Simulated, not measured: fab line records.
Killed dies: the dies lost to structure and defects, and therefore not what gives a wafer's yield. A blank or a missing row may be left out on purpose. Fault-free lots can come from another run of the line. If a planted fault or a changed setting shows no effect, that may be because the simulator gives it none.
Matching of chambers + flow n5 finfet + N5_BEOL_M6_CURE_74 on uv cure-02: 3 sister chambers
The step cures SiCOH lowk, time 240 s. 6 wafers are shown with their chamber, then 7 later ones without.

## WAFERS WITH THEIR CHAMBER
| wafer  | chamber | wafer_temp_C_max | lamp power pct (%) |
|--------|---------|------------------|--------------------|
| L075.4 | 2       | 386.2            | 52.29              |
| L075.5 | 2       | 386.4            | 52.27              |
| L079.3 | 1       | 386.0            | 52.31              |
| L079.4 | 1       | 386.0            | 52.27              |
| L083.2 | 0       | 386.7            | 52.27              |
| L083.3 | 0       | 387.9            | 52.29              |

## WAFERS MISSING THEIR CHAMBER
| wafer  | wafer_temp_C_max | lamp power pct (%) |
|--------|------------------|--------------------|
| L083.6 | 387.5            | 52.28              |
| L088.1 | 386.4            | 52.28              |
| L088.2 | 386.2            | 52.22              |
| L088.5 | 385.9            | 52.23              |
| L092.1 | 386.6            | 52.32              |
| L092.2 | 386.9            | 52.29              |
| L092.5 | 387.0            | 52.25              |

## CHAMBER TAKEN BY EACH
| wafer  | from the rows above          | in truth |
|--------|------------------------------|----------|
| L083.6 | 0                            | 0        |
| L088.1 | can't be placed: 2 or 1 or 0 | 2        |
| L088.2 | can't be placed: 2 or 1 or 0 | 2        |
| L088.5 | can't be placed: 2 or 1 or 0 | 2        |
| L092.1 | can't be placed: 1 or 2 or 0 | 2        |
| L092.2 | can't be placed: 0 or 2 or 1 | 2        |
| L092.5 | can't be placed: 0 or 2 or 1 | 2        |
1 of 7 placed correctly. Unplaceable from these rows: 6, with the true chamber sitting among the candidates in 6. 0 placed wrongly.
How it was worked out, from the rows above alone: a wafer's distance from a chamber is the root of the sum, over the readings, of the square of ((its reading less the chamber's mean) divided by the reading's scatter). If the next closest chamber is less than 2 further off than the closest, the wafer can't be placed; otherwise it belongs to the closest. Each chamber's mean is taken over the wafers shown for it. The scatter: take each reading less its chamber's mean, square it, sum over the shown wafers, divide by the number of wafers less the number of chambers, and take the root.
